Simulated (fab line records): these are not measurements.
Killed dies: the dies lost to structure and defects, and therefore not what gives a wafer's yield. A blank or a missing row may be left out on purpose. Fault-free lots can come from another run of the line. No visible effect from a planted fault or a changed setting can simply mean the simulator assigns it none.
A single fault, viewed from 2 desks -- flow n5Finfet -- what lay behind the numbers comes last; until then each desk has only its own

## AT THE METROLOGY DESK
What the gauges read, lot by lot, whatever tool the lot ran on: means of the sampled wafers that have a number. Any lot whose mean is over 4 standard deviations away from the usual mean is out of limits and marked OUT; that distance is given in the brackets. Of its 10 readings 7 are shown: those that lie furthest out on some lot.
Columns: A = DIBL_P at N5_BEOL_M4_RC_MEAS_101, usual 35.9 mV/V; B = IOFF_N at N5_BEOL_M4_RC_MEAS_101, usual 0.152 nA/um; C = IOFF_P at N5_BEOL_M4_RC_MEAS_101, usual 0.204 nA/um; D = ION_N at N5_BEOL_M4_RC_MEAS_101, usual 673 uA/um; E = ION_P at N5_BEOL_M4_RC_MEAS_101, usual 462 uA/um; F = SS_N at N5_BEOL_M4_RC_MEAS_101, usual 71.4 mV/dec; G = VT_N at N5_BEOL_M4_RC_MEAS_101, usual 250.3 mV
lot,first seen here,A,B,C,D,E,F,G
L666,day 8 20:32,37.2,0.172,0.237,680,469,72.1,248.4
L669,day 9 16:26,35.3,0.136,0.194,670,464,71.0,250.6
L670,day 10 15:11,35.8,0.151,0.225,664,460,71.7,251.1
L682,day 13 14:23,37.1,0.155,0.217,678,468,71.8,249.8
Finding of this desk: none of the 4 lots has anything out of limits.

## AT THE TOOL OWNER'S DESK: lithoTrack-05
The tool's own readings at N5_FIN_CUT_COAT_02 (resist thk 30 nm): means of the sampled wafers that have a number, for each lot that ran on this tool. Any lot whose mean is over 4 standard deviations away from the usual mean is out of limits and marked OUT; that distance is given in the brackets.
Columns: A = spinSpeedRpm at N5_FIN_CUT_COAT_02, usual 1500.1 rpm
lot,first seen here,A
L666,day 2 15:19,1501.4
L669,day 3 08:30,1359.4 (-99 or more) OUT
L670,day 3 14:47,1358.2 (-99 or more) OUT
This desk's verdict: out of limits on L669, L670, starting with L669 at day 3 08:30 (spinSpeedRpm at N5_FIN_CUT_COAT_02). Within limits: L666.

## PUT TOGETHER
An alarm could have come from the tool owner's desk at day 3 08:30, on L669, L670.
At the metrology desk, nothing out of limits was observed.
The metrology desk has L669, L670 on record, within its limits.
All the named lots went through N5_FIN_CUT_COAT_02 on lithoTrack-05.

## WHAT THE SIMULATOR HAD PUT IN
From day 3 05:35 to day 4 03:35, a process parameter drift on lithoTrack-05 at N5_FIN_CUT_COAT_02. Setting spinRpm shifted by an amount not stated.
Shown lots that were struck: L669, L670.
How many hours passed from the start of the fault until each desk's first out-of-limits reading: the tool owner's desk, 3.
